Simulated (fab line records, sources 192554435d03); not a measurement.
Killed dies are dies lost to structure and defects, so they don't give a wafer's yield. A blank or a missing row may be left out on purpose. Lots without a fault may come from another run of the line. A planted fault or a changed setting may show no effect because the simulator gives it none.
Chamber matching | flow n5_finfet | N5_BEOL_M0_ETCH_128 on rie_diel-04: 4 sister chambers
The step etches SiCN in CF4/N2, target depth 12 nm, overetch 5.1 nm, time 21.4 s. 8 wafers are shown with their chamber, then 10 later ones without.

WAFERS WITH THEIR CHAMBER
wafer  | chamber | throttle_valve_pct (%) | showerhead_plenum_p_Torr (Torr)
L082.6 | 2       | 15.56                  | 2.23
L088.2 | 0       | 15.30                  | 2.24
L088.5 | 2       | 15.57                  | 2.22
L091.1 | 1       | 15.05                  | 2.24
L091.2 | 3       | 15.05                  | 2.25
L091.3 | 0       | 15.32                  | 2.24
L092.2 | 1       | 15.06                  | 2.24
L092.4 | 3       | 15.03                  | 2.25

WAFERS WITHOUT THEIR CHAMBER
wafer  | throttle_valve_pct (%) | showerhead_plenum_p_Torr (Torr)
L092.5 | 15.05                  | 2.25
L093.1 | 15.06                  | 2.24
L093.5 | 15.04                  | 2.25
L093.6 | 15.58                  | 2.22
L095.2 | 15.06                  | 2.25
L095.4 | 15.34                  | 2.23
L095.5 | 15.07                  | 2.24
L096.1 | 15.61                  | 2.22
L096.3 | 15.07                  | 2.23
L096.6 | 15.07                  | 2.24

WHICH CHAMBER EACH WENT THROUGH
wafer  | from the rows above     | in truth
L092.5 | can't be placed: 3 or 1 | 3
L093.1 | 1                       | 1
L093.5 | 3                       | 3
L093.6 | 2                       | 2
L095.2 | can't be placed: 3 or 1 | 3
L095.4 | 0                       | 0
L095.5 | 1                       | 1
L096.1 | 2                       | 2
L096.3 | 1                       | 1
L096.6 | 1                       | 1
Placed correctly: 8 of 10. Can't be placed from these rows: 2 (the true chamber is among the candidates in 2). Placed wrongly: 0.
How it was worked out, from the rows above alone: a wafer's distance from a chamber is the root of the sum, over the readings, of the square of ((its reading less the chamber's mean) divided by the reading's scatter). The wafer belongs to the nearest chamber; if the next one is less than 2 further off, it can't be placed. A chamber's mean is the mean of its shown wafers. The scatter: the root of (the sum of the squares of (reading less its chamber's mean) over the shown wafers, divided by (wafers less chambers)).
